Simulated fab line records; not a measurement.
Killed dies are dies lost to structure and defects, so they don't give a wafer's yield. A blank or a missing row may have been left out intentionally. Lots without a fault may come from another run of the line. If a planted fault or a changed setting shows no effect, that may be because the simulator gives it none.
fab line records	flow nandHarc
[record] lots = 6	wafers = 18	lastDay = 25
route steps=1159 shown A_STAIRCASE@538 END@1159
lots with no fault: from the same line, run without faults
startH: hours from the record's opening day to when the first of the lot's shown wafers began	waitH: time in hours since the lot's previous step	" unchanged from the row above	L1.1+2: a single row standing in for several wafers	- either no value or no given start	* or withheld: withheld	< > ~ a bound
route shown NAME@n: a module of which the file shows steps, and the number in the route of the first	usual: mean/standard deviation of fault-free wafers	same: alike in all rows	chamber/n: place in a boat	sites: each site's reading	_std_site: standard deviation of those values	_edge_site: mean of outer sites minus mean of inner sites	radiusMm: how far each site lies from the wafer's centre	mask NAME#n: copy n	behind: tool/chamber where the wafer was last shaped	hold: reason for holding the lot/hours on hold/outcome of the hold	device: the n, p or np transistor that did not switch	end of line: tests of these same wafers at the route's end	a step given without rows: its recipe and nothing more	killed: the dies lost at the first sort to structure and to defects; this is not the yield of the wafer	map: shows each die of a wafer: x if killed, . if not, _ if none is there
set.NAME: the run value of the setting; set.NAME@STEP: its run value at that earlier step	model.NAME: the simulator's own value behind a step, which no gauge read
lots at selected steps of the route; one table per step, one row per wafer
services: from which hour (startH, from the record's first day; less than 0 if before it) a tool's chamber was out of use, for how many hours, and why
[[steps]]
[step NHARC_A_STAIRCASE_HMDS_02]
[recipe] timeS = 30
[step NHARC_A_STAIRCASE_COAT_03]
[recipe] spinRpm = 1200
[step NHARC_A_STAIRCASE_SOFTBAKE_04]
[recipe] tempC = 135	timeS = 170
[step NHARC_A_STAIRCASE_EBR_05]
[step NHARC_A_STAIRCASE_EXPOSE_06]
[recipe] na = 0.5	doseMj = 25.43	maskId = STAIR
[step NHARC_A_STAIRCASE_PEB_07]
[recipe] pebTempC = 115	pebTimeS = 130
[step NHARC_A_STAIRCASE_DEVELOP_08]
[recipe] timeS = 140
[step NHARC_A_STAIRCASE_HARDBAKE_10]
[recipe] tempC = 120	timeS = 140
[step NHARC_A_STAIRCASE_DESCUM_11]
[recipe] timeS = 3	o2FlowSccm = 200	arFlowSccm = 0	biasPowerW = 0	chemistry = O2
[usual] drypumpMotorCurrentA = 5.7/0.46	oesProductAu = 0.997/0.014	rfVppV = 58.0/0.84	showerheadPlenumPTorr = 1.97/0.077	throttleValvePct = 11.311/0.0093
[same] timeS = 3
lot.wafer	tool	chamber	startH	waitH	drypumpMotorCurrentA	oesProductAu	rfHoursCounterH	rfVppV	showerheadPlenumPTorr	throttleValvePct
L649.2	rieDiel-01	0	246.28	-	5.2	1.000	39	57.8	2.00	11.297
L649.1	"	2	"	"	6.3	1.003	38	56.8	1.78	11.302
L649.5	"	3	"	"	5.6	0.982	-	58.2	1.99	11.309
L648.1	rieDiel-09	3	246.63	-	5.1	1.030	55	58.2	2.02	11.306
L648.3	"	0	"	"	5.9	0.992	57	58.2	1.96	11.321
L648.5	"	2	"	"	5.8	1.009	-	56.8	2.06	11.307
L650.3	rieDiel-01	1	262.07	-	5.8	1.002	39	57.1	1.97	11.326
L650.1	"	2	"	"	6.3	0.999	47	56.9	1.78	11.307
L650.6	"	1	"	"	5.7	1.003	-	58.4	1.97	11.312
L651.1	rieDiel-01	1	262.12	-	5.7	1.001	39	57.9	1.97	11.316
L651.5	"	0	"	"	5.2	0.992	-	58.3	2.00	11.306
L651.6	"	1	"	"	5.7	1.014	-	58.2	1.97	11.307
L663.2	rieDiel-01	0	335.55	-	5.2	1.023	4	58.7	1.99	11.319
L663.4	"	2	"	"	6.2	0.994	4	58.0	1.78	11.314
L663.5	"	0	"	"	5.2	1.022	-	57.3	1.99	11.300
L668.1	rieDiel-10	3	377.26	-	5.0	0.998	4	58.0	2.05	11.322
L668.4	"	0	"	"	6.1	1.006	4	58.7	1.88	11.313
L668.3	"	1	"	"	5.8	1.000	5	56.5	1.93	11.301
[step NHARC_A_STAIRCASE_TRIM_12]
[recipe] timeS = 211.2	o2FlowSccm = 500	arFlowSccm = 0	biasW = 0	chemistry = O2
[usual] drypumpMotorCurrentA = 5.7/0.43	oesProductAu = 0.997/0.014	rfVppV = 57.9/0.9	runLengthS = 232.7/0.51	showerheadPlenumPTorr = 3.62/0.13	throttleValvePct = 17.036/0.0087
[same] biasW = 0	timeS = 211.2
lot.wafer	tool	chamber	startH	waitH	drypumpMotorCurrentA	oesProductAu	rfHoursCounterH	rfVppV	runLengthS	showerheadPlenumPTorr	throttleValvePct
L649.1	rieDiel-01	2	246.37	0.1	6.3	1.007	38	57.9	233.1	3.31	17.032
L649.2	"	0	"	"	5.2	0.996	39	58.9	232.7	3.67	17.047
L649.5	"	2	"	"	6.3	0.997	-	56.8	232.9	3.31	17.031
L648.1	rieDiel-09	0	246.72	0.1	6.0	0.994	57	58.7	233.6	3.62	17.027
L648.3	"	2	"	"	5.8	0.991	57	58.4	233.0	3.78	17.041
L648.5	"	0	"	"	5.9	0.986	-	56.5	233.5	3.62	17.024
L650.3	rieDiel-01	1	262.16	0.1	5.7	1.005	39	58.3	232.7	3.63	17.043
L650.1	"	0	"	"	5.2	1.010	47	56.1	232.3	3.67	17.034
L650.6	"	1	"	"	5.7	1.006	-	57.1	232.8	3.63	17.026
L651.1	rieDiel-01	3	262.25	0.1	5.6	0.977	49	58.2	233.1	3.66	17.040
L651.6	"	3	"	"	5.7	0.987	-	58.7	232.9	3.66	17.034
L651.5	"	0	"	"	5.2	1.012	-	58.9	232.9	3.67	17.040
L663.2	rieDiel-01	1	335.64	0.1	5.8	0.973	4	58.3	232.5	3.62	17.027
L663.4	"	2	"	"	6.3	0.983	4	57.0	233.4	3.29	17.026
L663.5	"	1	"	"	5.7	0.977	-	59.7	232.5	3.62	17.033
L668.1	rieDiel-10	3	377.48	0.2	5.0	0.992	4	58.5	232.6	3.76	17.050
L668.4	"	0	"	"	6.1	1.009	4	57.4	231.6	3.47	17.045
L668.3	"	1	"	"	5.8	1.000	5	57.7	231.9	3.56	17.045
[step NHARC_A_STAIRCASE_ETCH_13]
[recipe] targetDepthA = 1000	timeS = 40.5	ionEnergyEv = 400	c4f8FlowSccm = 20	o2FlowSccm = 10	arFlowSccm = withheld	rfW = 600	biasW = 1000	chemistry = C4F8/O2
[usual] biasW = 1000.0/2.8	oesProductAu = 0.933/0.014	rfVppV = 899/4.8
[same] timeS = 40.5
lot.wafer	tool	chamber	startH	waitH	biasW	oesProductAu	rfHoursCounterH	rfVppV
L649.1	rieDiel-01	0	-	-	997.5	0.943	39	901
L649.2	"	3	"	"	1000.3	0.917	40	901
L649.5	"	0	"	"	998.7	0.936	-	900
L648.3	rieDiel-09	1	-	-	998.5	0.922	54	898
L648.1	"	3	"	"	1002.5	0.949	55	901
L648.5	"	1	"	"	997.3	0.926	-	897
L650.3	rieDiel-01	0	-	-	1002.1	0.929	47	901
L650.1	"	2	"	"	999.6	0.918	47	886
L650.6	"	0	"	"	996.7	0.934	-	902
L651.1	rieDiel-01	0	-	-	1000.3	0.939	47	902
L651.5	"	3	"	"	1000.2	0.915	-	900
L651.6	"	0	"	"	998.5	0.939	-	901
L663.2	rieDiel-01	3	-	-	1005.1	0.959	4	900
L663.4	"	1	"	"	1004.5	0.946	4	899
L663.5	"	3	"	"	1005.1	0.960	-	900
L668.1	rieDiel-10	0	-	-	998.0	0.942	5	894
L668.4	"	1	"	"	999.2	0.932	5	898
L668.3	"	2	"	"	1002.0	0.931	5	904
[step NHARC_A_STAIRCASE_TRIM_14]
[recipe] timeS = 211.2	o2FlowSccm = 500	arFlowSccm = 0	biasW = 0	chemistry = O2
[usual] drypumpMotorCurrentA = 5.7/0.45	oesProductAu = 0.996/0.013	rfVppV = 58.0/0.92	runLengthS = 232.7/0.45	showerheadPlenumPTorr = 3.63/0.13	throttleValvePct = 17.036/0.0087
[same] biasW = 0
lot.wafer	tool	chamber	startH	waitH	drypumpMotorCurrentA	oesProductAu	rfHoursCounterH	rfVppV	runLengthS	showerheadPlenumPTorr	throttleValvePct
L649.2	rieDiel-01	3	246.64	-	5.6	0.978	41	58.3	232.7	3.66	17.041
L649.1	"	0	"	"	5.2	0.998	39	57.8	232.4	3.67	17.030
L649.5	"	0	"	"	5.2	1.001	-	58.8	232.5	3.67	17.039
L648.1	rieDiel-09	2	248.38	-	5.8	1.006	59	58.6	232.3	3.77	17.032
L648.3	"	0	"	"	6.0	1.001	58	58.1	233.3	3.62	17.038
L648.5	"	3	"	"	5.1	1.036	-	57.4	233.0	3.71	17.030
L650.3	rieDiel-01	3	262.43	-	5.7	0.983	49	58.1	232.7	3.66	17.045
L650.1	"	0	"	"	5.2	1.017	47	57.4	306.7	3.67	17.041
L650.6	"	3	"	"	5.7	0.978	-	58.2	233.0	3.66	17.038
L651.1	rieDiel-01	3	262.58	-	5.6	0.979	49	57.8	232.8	3.66	17.031
L651.6	"	0	"	"	5.2	0.989	-	58.4	306.5	3.67	17.025
L651.5	"	3	"	"	5.6	0.971	-	57.4	232.7	3.66	17.039
L663.2	rieDiel-01	3	335.88	-	5.6	1.002	4	57.3	232.9	3.64	17.025
L663.4	"	0	"	"	5.2	1.023	4	58.8	232.4	3.66	17.041
L663.5	"	3	"	"	5.6	1.009	-	58.5	233.0	3.64	17.044
L668.4	rieDiel-10	1	377.85	-	5.8	1.016	6	57.1	232.1	3.56	17.045
L668.3	"	2	"	"	6.6	1.013	5	59.4	232.7	3.77	17.052
L668.1	"	0	"	"	6.1	1.000	5	55.9	231.9	3.47	17.042
[step NHARC_A_STAIRCASE_ETCH_15]
[recipe] targetDepthA = 1000	timeS = 40.5	ionEnergyEv = 400	c4f8FlowSccm = 20	o2FlowSccm = 10	arFlowSccm = withheld	rfW = 600	biasW = 1000	chemistry = C4F8/O2
[usual] biasW = 1000/3.2	oesProductAu = 0.937/0.012	rfVppV = 899/5.2
[same] timeS = 40.5
lot.wafer	tool	chamber	startH	waitH	biasW	oesProductAu	rfHoursCounterH	rfVppV
L649.1	rieDiel-01	0	-	-	1001	0.950	39	902
L649.2	"	2	"	"	998	0.942	38	888
L649.5	"	0	"	"	999	0.940	-	901
L648.3	rieDiel-09	1	-	-	999	0.940	56	896
L648.1	"	3	"	"	1006	0.955	56	903
L648.5	"	1	"	"	1006	0.943	-	897
L650.3	rieDiel-01	3	-	-	999	0.916	50	902
L650.1	"	2	"	"	997	0.933	47	888
L650.6	"	3	"	"	998	0.916	-	900
L651.1	rieDiel-01	2	-	-	1008	0.931	47	889
L651.6	"	3	"	"	996	0.920	-	901
L651.5	"	0	"	"	997	0.942	-	902
L663.2	rieDiel-01	2	-	-	997	0.932	4	887
L663.4	"	0	"	"	1003	0.948	4	901
L663.5	"	1	"	"	1002	0.936	-	899
L668.1	rieDiel-10	2	-	-	997	0.940	6	905
L668.4	"	3	"	"	998	0.924	5	905
L668.3	"	0	"	"	999	0.937	5	894
[step NHARC_END_SORT_01]
[recipe] tempC = 25
[usual] killedAtArray = 30/10	killedAtOther = 0.5/0.82	killedAtPeriphery = 2.9/2	killedDies = 34/11	killedOpen = 3.2/1.8	killedShort = 2.0/1.4
[same] grossDies = 677
lot.wafer	tool	chamber	startH	waitH	killedAtArray	killedAtOther	killedAtPeriphery	killedDies	killedOpen	killedShort
L650.1	prober-01	0	474.09	2.5	290	0	2	292	2	1
L651.6	prober-02	0	478.09	4.0	266	1	2	269	5	1
L663.4	prober-02	0	569.91	3.4	51	1	5	57	7	2
// killed by level:class
L650.1 A_STAIRCASE:areaTrim=265 A_STAIRCASE:chamberFilmFlake=13 A_CHANNEL_HOLE_D1:chamberFilmFlake=5 A_CONTACT:chamberFilmFlake=2 P_M0:geometricParticle:open=1 A_SOURCE_PLATE:geometricParticle:open=1 A_WL_FILL:geometricParticle:short=1 P_M0:chamberFilmFlake=1
L651.6 A_STAIRCASE:areaTrim=238 A_CHANNEL_HOLE_D1:chamberFilmFlake=11 A_SLIT:chamberFilmFlake=10 A_M0:geometricParticle:open=2 A_CHANNEL_FILL_D1:geometricParticle:short=1 A_SGD_CUT:geometricParticle:open=1 A_WL_FILL:geometricParticle:open=1 STARTING-WAFER:geometricParticle:open=1
L663.4 A_SLIT:chamberFilmFlake=22 A_CHANNEL_HOLE_D1:chamberFilmFlake=16 A_CONTACT:chamberFilmFlake=5 P_GATE:geometricParticle:short=1 P_GATE:geometricParticle:open=1 P_M1:geometricParticle:open=1 A_ONON_D1:geometricParticle:open=1 A_CHANNEL_FILL_D1:geometricParticle:short=1
// map L650.1 (x killed, . not)
____________x____________
_________xx.xxxx_________
_______xxxxxxxxxxx_______
______xxxx.x.x.xxxx______
_____xxxx..xxx...xxx_____
____xxxxx.....x.xxxxx____
____x.xx.........xxx.____
___xxx.x.......x..x.xx___
___xx..x.........x..x.___
__xxxx...............xx__
__xx.xx.............xxx__
_xxxx...........x..xxxxx_
_xx.xx..............x.xx_
_x.x...............xxxxx_
_xx.xx..............xxxx_
_xx...................xx_
xxxx..................xxx
xxxx...xx........x...xxxx
xx...x.......x....x..xxxx
xxx..................xxxx
xxxx..............xx.xxxx
_xx..................xxx_
_xx...............x.xxxx_
_x.xx...............xxxx_
_xxxxxx.....x........xxx_
_xx................x.xxx_
__xx...............xxxx__
__xxxx.....x....x.xxxxx__
___xx........x.x...xxx___
___xxxxx..x...xx..xxxx___
____xxx..xxx......x.x____
____xx.x..x...xx..xxx____
_____xxxxxx..x.xxxxx_____
______xxxx.xxxxxxxx______
_______xxxxxxxxxxx_______
_________xxxxxxx_________
____________x____________
// map L651.6 (x killed, . not)
____________x____________
_________xxxxxxx_________
_______xxxxxxxxx.x_______
______xx.x.xxxxxxxx______
_____xxxxxxxxx.xxxxx_____
____xxxxx...x..xxxxxx____
____xxxx..xx.....xxxx____
___xx...x.x...xx.xxxxx___
___xx.............x.xx___
__xxxx............x.xxx__
__xxx..............xxxx__
_xxx..............x..xxx_
_xxx................xxxx_
_xx.................xxxx_
_x.x................x.xx_
_xxx.................xxx_
xx.xx................x.xx
xxx.x.................xxx
xxx.................xxxxx
.xx...x...............x.x
xxxx..................xxx
_x.xx.x..............xxx_
_xxx.................x.x_
_xxxxx.x.............x.x_
_xxx................x..x_
_xxxx...............xxxx_
__xx.x..............xxx__
__xxx............x..xxx__
___x..x............xxx___
___xxxx..........xxxxx___
____xx..........x..x.____
____xx.x......x.x.xxx____
_____xxxx..xx..xx.xx_____
______.xxx.x.x..xxx______
_______.xxxxxxxxxx_______
_________xxxxxxx_________
____________x____________
[[services]]
tool	chamber	startH	hours	kind
rieDiel-01	1	242.19	13.4	repair
rieDiel-01	0	245.26	-	clean
rieDiel-01	2	245.26	-	clean
rieDiel-01	3	245.26	-	clean
rieDiel-09	-	254.35	9.0	pm
rieDiel-01	1	262.43	7.4	repair
rieDiel-01	0	269.76	-	clean
rieDiel-01	2	269.76	-	clean
rieDiel-01	3	269.76	-	clean
rieDiel-10	2	283.63	8.9	repair
rieDiel-01	0	294.77	-	clean
rieDiel-01	1	294.77	-	clean
rieDiel-01	2	294.77	-	clean
rieDiel-01	3	294.77	-	clean
rieDiel-01	-	316.11	9.0	pm
rieDiel-01	0	316.11	9.0	ventCycle
rieDiel-01	1	316.11	9.0	ventCycle
rieDiel-01	2	316.11	9.0	ventCycle
rieDiel-01	3	316.11	9.0	ventCycle
rieDiel-01	0	325.11	-	clean
rieDiel-01	1	325.11	-	clean
rieDiel-01	2	325.11	-	clean
rieDiel-01	3	325.11	-	clean
rieDiel-10	-	353.66	9.0	pm
[[key]]
[firstSign] step = NHARC_A_STAIRCASE_TRIM_14	reading = runLengthS	direction = up	sigmas = 99+	usual = *	struck = *
[effect] step = NHARC_END_SORT_01	reading = killedAtArray	direction = up	sigmas = 24	usual = 30	struck = 278
[moreKillsBornAt] NHARC_A_STAIRCASE_TRIM_14@rieDiel-01 = 503
metAt NHARC_A_STAIRCASE_TRIM_14
struckWafers L650.1,L651.6
testerLeftOut L650,L651
[fault] kind = processParameterDrift	tool = rieDiel-01	chamber = 0	onsetH = 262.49	steps = NHARC_A_STAIRCASE_TRIM_14	channel = timeS	offset = *	shape = step	endH = 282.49	actsIn = *	stated = *
// testerLeftOut: of these lots the tester's yield and bins aren't shown, on N5 and GAA mostly nor the transistor test; their killed dies are dies lost to structure and defects alone, not to doping, threshold or leakage, so they don't give the yield
